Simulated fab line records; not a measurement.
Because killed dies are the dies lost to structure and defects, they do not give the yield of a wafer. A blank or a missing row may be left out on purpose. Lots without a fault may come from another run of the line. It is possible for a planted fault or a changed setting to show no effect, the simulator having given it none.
fab line records	flow n5Finfet
record: lots: 10	wafers: 29	lastDay: 22
route steps=1938 shown BEOL_M1@794 BEOL_M4@1096 BEOL_M5@1113 PASSIVATION@1936
lots that met no fault: taken from a fault-free run of the same line
startH: the number of hours between the record's first day and the start of the first shown wafer of the lot	waitH: hours elapsed since this lot's preceding step	" same as the row above	L1.1+2: a single row standing in for several wafers	- either no value or no given start	* or withheld: withheld	< > ~ a bound
route shown NAME@n: a module of which the file shows steps, and the number in the route of the first	usual: mean/standard deviation of fault-free wafers	same: alike in all rows	chamber/n: place in a boat	sites: the reading at each site	_std_site: how widely they spread, as a standard deviation	_edge_site: mean of outer sites minus mean of inner sites	radiusMm: for every site, how far away it sits from the centre of the wafer	mask NAME#n: copy n	behind: the most recent tool/chamber to have shaped the wafer	hold: cause of the lot's hold/its duration in hours/its outcome	device: the transistor (n, p or np) that didn't switch	end of line: at the end of the route, the tests of the same wafers	where a step has no rows: the recipe by itself	killed: dies that structure and defects cost at the first sort, which is not the same as the wafer's yield	map: a wafer's dies, x killed, . not, _ none there
set.NAME: the run value of the setting; set.NAME@STEP: its run value at that earlier step	model.NAME: the simulator's own value behind a step, which no gauge read
route steps across a sampled set of lots; one table per step, one row per wafer
services: the hour from which a tool's chamber was out of use, counted from the record's first day as startH (under 0 if before that day), plus the number of hours and why
== steps ==
step: N5_BEOL_M1_ETCH_70
recipe: chemistry: N2/H2	target: SOC	targetDepthA: 800	overetchA: 160	maskMaterial: SiARC	tempC: 40	timeS: 120	ionEnergyEv: 200	pressureMtorr: 30	sourceW: 840	biasW: 150	n2FlowSccm: 200	h2FlowSccm: 200
usual: drypumpMotorCurrentA: 5.8/0.35	oesProductAu: 0.63/0.063	rfVppV: 523.7/2.4	showerheadPlenumPTorr: 2.54/0.083	throttleValvePct: 17.80/0.17
lot.wafer	tool	chamber	startH	waitH	drypumpMotorCurrentA	oesProductAu	rfHoursCounterH	rfVppV	showerheadPlenumPTorr	throttleValvePct
L510.2	rieDiel-01	1	135.83	0.0	5.6	0.55	221	518.0	2.41	18.18
L510.4	"	2	"	"	5.7	0.64	-	524.8	2.58	18.01
L510.5	"	1	"	"	5.6	0.55	-	520.1	2.41	18.17
L511.4	rieDiel-06	0	154.90	0.0	6.5	0.60	136	527.2	2.65	17.82
L511.5	"	0	"	"	6.5	0.59	-	525.7	2.65	17.82
L511.6	"	1	"	"	6.3	0.75	-	523.5	2.50	17.77
L512.1	rieDiel-06	3	158.12	0.0	5.8	0.54	224	519.5	2.41	17.70
L512.4	"	0	"	"	6.5	0.60	136	527.0	2.65	17.81
L512.6	"	2	"	"	5.5	0.62	-	525.2	2.57	17.64
L514.4	rieDiel-01	0	174.61	0.0	5.4	0.70	10	522.6	2.50	17.72
L514.6	"	0	"	"	5.4	0.71	-	523.4	2.50	17.72
L515.3	rieDiel-01	1	177.82	0.0	5.6	0.55	234	518.4	2.41	18.19
L515.4	"	0	"	"	5.4	0.71	11	522.8	2.50	17.72
L515.5	"	2	"	"	5.7	0.63	-	525.4	2.58	18.02
L524.1	rieDiel-06	0	231.23	0.0	6.5	0.59	161	526.2	2.64	17.87
L524.2	"	1	"	"	6.3	0.70	28	523.8	2.49	17.81
L524.3	"	3	"	"	5.8	0.52	247	520.0	2.40	17.73
L528.1	rieDiel-01	0	252.85	0.0	5.4	0.67	32	522.8	2.49	17.77
L528.4	"	2	"	"	5.7	0.61	94	524.3	2.57	18.08
L528.5	"	0	"	"	5.4	0.67	-	520.7	2.49	17.76
L530.4	rieDiel-01	3	256.32	0.0	6.1	0.66	-	525.2	2.59	17.68
L530.5	"	0	"	"	5.4	0.66	-	521.2	2.49	17.77
L530.6	"	1	"	"	5.6	0.74	-	528.2	2.72	17.79
L531.3	rieDiel-01	3	268.12	0.0	6.0	0.66	55	525.3	2.59	17.69
L531.4	"	1	"	"	5.7	0.73	7	528.4	2.72	17.81
L531.6	"	1	"	"	5.6	0.73	-	527.8	2.72	17.82
L532.3	rieDiel-01	1	296.40	0.0	5.6	0.72	12	527.7	2.71	17.83
L532.4	"	2	"	"	5.7	0.60	102	524.3	2.56	18.10
L532.5	"	0	"	"	5.4	0.66	-	521.7	2.48	17.78
step: N5_BEOL_M4_SPUTTER_92
recipe: material: Cu	targetThkA: 45	tempC: -20	chamberPressurePa: 0.07	powerW: withheld	timeS: 8.29
usual: throttleValvePct: 29.5/1
lot.wafer	tool	chamber	startH	waitH	throttleValvePct
L510.2	pvdSputter-02	-	208.50	0.1	28.6
L510.4	"	-	"	"	28.7
L510.5	"	-	"	"	28.6
L512.1	pvdSputter-01	-	218.21	0.1	30.2
L512.4	"	-	"	"	29.6
L512.6	"	-	"	"	31.5
L511.4	pvdSputter-01	-	226.85	0.1	31.4
L511.5	"	-	"	"	31.4
L511.6	"	-	"	"	28.4
L514.4	pvdSputter-01	-	248.66	0.1	29.7
L514.6	"	-	"	"	29.9
L515.3	pvdSputter-02	-	255.20	0.1	28.4
L515.4	"	-	"	"	28.5
L515.5	"	-	"	"	30.2
L532.3	pvdSputter-03	-	362.84	0.1	28.3
L532.4	"	-	"	"	28.8
L532.5	"	-	"	"	29.1
L530.4	pvdSputter-02	-	366.39	0.1	30.9
L530.5	"	-	"	"	28.9
L530.6	"	-	"	"	28.7
L524.1	pvdSputter-03	-	389.54	0.1	27.8
L524.2	"	-	"	"	29.2
L524.3	"	-	"	"	29.3
L528.1	pvdSputter-02	-	389.71	0.1	28.5
L528.4	"	-	"	"	31.1
L528.5	"	-	"	"	30.2
L531.3	pvdSputter-01	-	399.27	0.1	29.7
L531.4	"	-	"	"	28.4
L531.6	"	-	"	"	28.5
step: N5_BEOL_M4_CO_CAP_55
recipe: material: Co	targetThkA: 20	tempC: 200	precursor: CCTBA/H2	pressureTorr: 30	timeS: 102.1
usual: heaterPowerW: 249/23
lot.wafer	tool	chamber	startH	waitH	heaterPowerW
L510.2	cvdCo-01	1	209.80	0.0	216
L510.4	"	1	"	"	218
L510.5	"	0	"	"	254
L512.1	cvdCo-02	0	219.54	0.0	273
L512.4	"	0	"	"	279
L512.6	"	0	"	"	269
L511.4	cvdCo-01	1	228.19	0.0	222
L511.5	"	2	"	"	238
L511.6	"	0	"	"	252
L514.4	cvdCo-02	2	250.00	0.0	273
L514.6	"	0	"	"	270
L515.3	cvdCo-01	2	256.65	0.0	241
L515.4	"	1	"	"	215
L515.5	"	2	"	"	249
L532.3	cvdCo-02	1	364.14	0.0	224
L532.4	"	0	"	"	274
L532.5	"	1	"	"	231
L530.4	cvdCo-01	2	368.00	0.0	245
L530.5	"	0	"	"	253
L530.6	"	1	"	"	198
L524.1	cvdCo-01	2	391.08	0.0	241
L524.2	"	0	"	"	259
L524.3	"	1	"	"	201
L528.1	cvdCo-02	1	391.10	0.0	229
L528.4	"	0	"	"	276
L528.5	"	1	"	"	223
L531.3	cvdCo-01	1	400.57	0.0	205
L531.4	"	0	"	"	260
L531.6	"	1	"	"	201
step: N5_BEOL_M4_RC_MEAS_101
usual: CHAIN_V0: 233/9	CHAIN_V0_max_site: 242/10	DIBL_N: 36.3/1.1	DIBL_P: 36.3/1.4	IOFF_N: 0.155/0.019	IOFF_P: 0.211/0.027	ION_N: 672/8.5	ION_P: 462/5.8	SS_N: 71.5/0.56	SS_P: 73.3/0.52	VT_N: 249.9/2.5	VT_P: -249.8/2.8
lot.wafer	tool	chamber	startH	waitH	CHAIN_V0[ohm/link]	CHAIN_V0_max_site[ohm/link]	DIBL_N[mV/V]	DIBL_P[mV/V]	IOFF_N[nA/um]	IOFF_P[nA/um]	ION_N[uA/um]	ION_P[uA/um]	SS_N[mV/dec]	SS_P[mV/dec]	VT_N[mV]	VT_P[mV]
L510.2	prober-01	0	210.19	0.2	238	250	37.5	38.2	0.185	0.238	676	460	71.3	74.3	247.9	-248.6
L510.4	"	0	"	"	243	254	37.8	39.5	0.200	0.248	675	459	73.1	74.2	245.3	-248.1
L510.5	"	0	"	"	227	234	35.0	35.7	0.143	0.190	670	463	71.3	73.0	250.0	-251.1
L512.1	prober-01	0	219.84	0.0	238	247	35.0	36.1	0.126	0.198	669	459	70.9	72.1	255.9	-249.1
L512.4	"	0	"	"	242	249	35.6	37.4	0.148	0.235	679	473	71.3	73.1	248.9	-247.1
L512.6	"	0	"	"	249	253	36.1	37.8	0.149	0.227	668	458	71.5	72.3	251.6	-248.8
L511.4	prober-01	0	228.86	0.5	237	250	35.6	36.9	0.152	0.178	669	451	71.1	73.6	248.7	-253.7
L511.5	"	0	"	"	245	251	34.9	35.4	0.134	0.170	670	456	71.3	73.3	249.2	-252.4
L511.6	"	0	"	"	243	247	35.7	35.9	0.153	0.178	671	455	72.0	73.3	251.5	-253.4
L514.4	prober-01	0	250.69	0.5	224	231	36.3	35.6	0.171	0.199	691	465	71.8	73.6	248.2	-250.2
L514.6	"	0	"	"	201	210	35.6	35.7	0.151	0.195	675	471	71.6	74.0	247.8	-252.7
L515.3	prober-01	0	257.20	0.3	234	246	38.0	36.8	0.165	0.207	667	454	71.7	73.4	248.1	-253.2
L515.4	"	0	"	"	228	233	37.0	36.1	0.151	0.196	676	456	70.8	72.4	249.1	-252.9
L515.5	"	0	"	"	206	216	37.8	36.5	0.166	0.200	680	455	71.3	73.5	249.3	-253.1
L532.3	prober-02	0	364.69	0.3	225	230	37.2	36.6	0.171	0.241	678	467	72.2	73.7	251.6	-246.2
L532.4	"	0	"	"	228	242	38.7	36.8	0.196	0.250	671	461	72.8	73.2	246.3	-246.9
L532.5	"	0	"	"	218	228	37.2	35.6	0.161	0.223	674	464	71.9	73.3	247.5	-249.5
L530.4	prober-01	0	368.66	0.5	228	238	34.9	37.6	0.168	0.241	668	470	70.4	73.3	247.3	-247.3
L530.5	"	0	"	"	228	238	34.3	36.8	0.150	0.235	673	472	71.7	73.1	249.5	-244.4
L530.6	"	0	"	"	232	240	34.9	36.6	0.157	0.232	665	465	71.8	72.6	251.7	-248.7
L524.1	prober-01	0	391.32	0.0	239	245	35.9	36.9	0.156	0.221	670	460	70.8	73.5	250.6	-248.0
L524.2	"	0	"	"	219	225	34.9	36.0	0.146	0.203	679	467	71.2	73.0	247.6	-249.4
L524.3	"	0	"	"	227	235	35.3	36.3	0.161	0.217	665	463	71.5	72.8	248.6	-246.2
L528.1	prober-02	0	391.34	0.0	244	252	36.7	36.8	0.160	0.218	677	467	71.3	73.0	248.6	-247.3
L528.4	"	0	"	"	241	252	37.0	37.5	0.168	0.219	684	468	70.9	72.6	249.9	-248.5
L528.5	"	0	"	"	236	241	35.8	35.6	0.143	0.199	665	463	71.3	73.0	249.8	-250.6
L531.3	prober-01	0	401.12	0.3	223	232	35.6	35.2	0.158	0.210	682	464	72.1	73.3	248.2	-248.4
L531.4	"	0	"	"	225	234	36.3	34.7	0.159	0.200	666	459	72.0	73.4	249.2	-250.9
L531.6	"	0	"	"	220	233	36.0	35.2	0.158	0.205	675	458	71.3	73.0	249.8	-249.2
sites CHAIN_V0 radiusMm=0,75,75,75,75,140,140,140,140
L510.2 250 247 245 246 237 238 237 227 234
L512.1 238 247 242 246 244 226 226 224 222
L511.4 225 242 237 235 241 250 232 241 232
L514.4 229 231 230 227 224 222 224 222 221
L515.3 235 234 246 240 234 225 219 214 229
L532.3 225 230 229 226 226 216 219 217 225
L530.4 225 238 237 233 231 222 221 228 222
L524.1 244 242 235 243 239 245 231 228 234
L528.1 246 241 252 242 244 247 239 246 243
L531.3 225 223 224 228 232 216 212 216 223
step: N5_BEOL_M5_CURE_79
recipe: tempC: 385	timeS: 240	ambient: He/Ar	material: SiCOH_lowk
usual: lampPowerPct: 52.31/0.059	wafer_temp_C_max: 386.6/0.58
lot.wafer	tool	chamber	startH	waitH	lampPowerPct	wafer_temp_C_max
L510.2	uvCure-03	2	211.25	0.2	52.35	386.2
L510.4	"	2	"	"	52.29	385.8
L510.5	"	2	"	"	52.27	386.3
L512.1	uvCure-02	1	220.88	0.1	52.32	387.0
L512.4	"	1	"	"	52.33	387.4
L512.6	"	1	"	"	52.30	387.2
L511.4	uvCure-02	2	229.89	0.5	52.36	386.6
L511.5	"	2	"	"	52.38	386.7
L511.6	"	2	"	"	52.37	386.1
L514.4	uvCure-03	2	251.73	0.5	52.31	386.7
L514.6	"	2	"	"	52.31	386.7
L515.3	uvCure-01	0	258.07	0.2	52.40	387.3
L515.4	"	0	"	"	52.25	387.5
L515.5	"	0	"	"	52.21	387.6
L532.3	uvCure-02	1	365.56	0.2	52.37	386.7
L532.4	"	1	"	"	52.25	386.9
L532.5	"	1	"	"	52.31	386.8
L530.4	uvCure-02	0	369.47	0.3	52.44	386.3
L530.5	"	0	"	"	52.36	386.1
L530.6	"	0	"	"	52.37	385.7
L524.1	uvCure-01	2	392.34	0.0	52.26	386.9
L524.2	"	2	"	"	52.32	387.6
L524.3	"	2	"	"	52.30	387.0
L528.1	uvCure-02	2	392.37	0.0	52.32	385.8
L528.4	"	2	"	"	52.46	386.7
L528.5	"	2	"	"	52.29	386.7
L531.3	uvCure-02	0	401.99	0.2	52.29	386.1
L531.4	"	0	"	"	52.34	386.2
L531.6	"	0	"	"	52.40	386.1
step: N5_PASSIVATION_PROBE_49
usual: defectLimitedYield: 91.4/1.2	killed_at_M0_to_M3: 34/10	killed_at_M4_up: 14/5.1	killedAtContacts: 12/6.4	killedAtFrontEnd: 38/9.3	killedAtOther: 4/3	killedDies: 102/15	killedOpen: 67/12	killedShort: 33/6.9	sort_bin_5_function: 5.0/0.86	sort_bin_6_memory: 3.2/0.58	sortNPass: 1078/15	sortYieldPct: 91.4/1.2
same: grossDies: 1180	killedAtBackSide: 0	sort_bin_4_leakage[%]: 0	sort_bin_8_speed[%]: 0
lot.wafer	tool	chamber	startH	waitH	defectLimitedYield[%]	killed_at_M0_to_M3	killed_at_M4_up	killedAtContacts	killedAtFrontEnd	killedAtOther	killedDies	killedOpen	killedShort	sort_bin_5_function[%]	sort_bin_6_memory[%]	sortNPass	sortYieldPct[%]
L514.6	prober-02	-	349.30	0.3	89.0	50	16	16	44	4	130	80	39	6.9	3.1	1050	89.0
L515.5	prober-01	-	358.51	0.2	90.5	54	13	19	26	0	112	65	39	5.7	3.1	1068	90.5
killed by level:class
L514.6 MOL_CONTACT_COAG:geometricParticle:open=13 BEOL_M4:geometricParticle:open=11 BEOL_M2:geometricParticle:open=10 BEOL_M0_SAQP:geometricParticle:short=9 FIN_SAQP:geometricParticle:open=8 BEOL_M3:geometricParticle:open=7 DUMMY_GATE:geometricParticle:open=7 BEOL_M1:areaEtch=7
L515.5 MOL_CONTACT_COAG:geometricParticle:open=16 BEOL_M0_SAQP:geometricParticle:short=16 BEOL_M0_SAQP:geometricParticle:open=15 BEOL_M4:geometricParticle:open=7 BEOL_M1:areaEtch=7 FIN_SAQP:geometricParticle:short=6 FIN_SAQP:geometricParticle:open=4 BEOL_M2:geometricParticle:open=4
== services ==
tool	chamber	startH	hours	kind
pvdSputter-03	-	118.46	0.5	repair
pvdSputter-01	-	138.92	4.7	repair
uvCure-01	-	151.62	6.0	pm
rieDiel-01	2	154.65	6.9	repair
uvCure-01	-	159.62	0.2	repair
cvdCo-01	-	159.65	2.8	pm
pvdSputter-02	-	163.68	5.1	repair
cvdCo-01	-	167.18	8.9	repair
uvCure-02	-	169.76	2.1	pm
rieDiel-01	0	189.86	5.1	repair
uvCure-01	-	208.83	1.0	pm
rieDiel-01	2	208.89	1.8	repair
cvdCo-02	2	218.39	6.0	repair
rieDiel-01	-	225.35	2.8	pm
cvdCo-02	2	254.09	5.8	repair
rieDiel-01	2	254.21	11.8	repair
cvdCo-02	-	264.61	6.9	pm
rieDiel-06	3	270.58	2.7	repair
uvCure-02	-	296.76	4.3	pm
uvCure-02	-	314.21	22.2	pm
rieDiel-01	0	323.77	1.3	repair
uvCure-02	-	336.41	4.5	pm
cvdCo-02	-	339.38	2.6	repair
cvdCo-02	-	368.89	6.0	pm
== key ==
firstSign: step: N5_BEOL_M4_RC_MEAS_101	reading: CHAIN_V0	direction: down	sigmas: 3.3	usual: 233	struck: 204
effect: step: N5_BEOL_M4_RC_MEAS_101	reading: CHAIN_V0_max_site	direction: down	sigmas: 2.8	usual: 242	struck: 213
metAt N5_BEOL_M1_ETCH_70
struckLots L514,L515
struckWafers L514.6,L515.5
notActingAt N5_BEOL_M4_SPUTTER_92,N5_BEOL_M4_CO_CAP_55,N5_BEOL_M5_CURE_79
onsetBetween 135.83 174.61
fault: kind: processParameterDrift	tool: rieDiel-01	chamber: -	onsetH: 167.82	steps: N5_BEOL_M1_ETCH_70	channel: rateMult	offset: 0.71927	shape: step	endH: 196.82	scope: struckWafersOnly
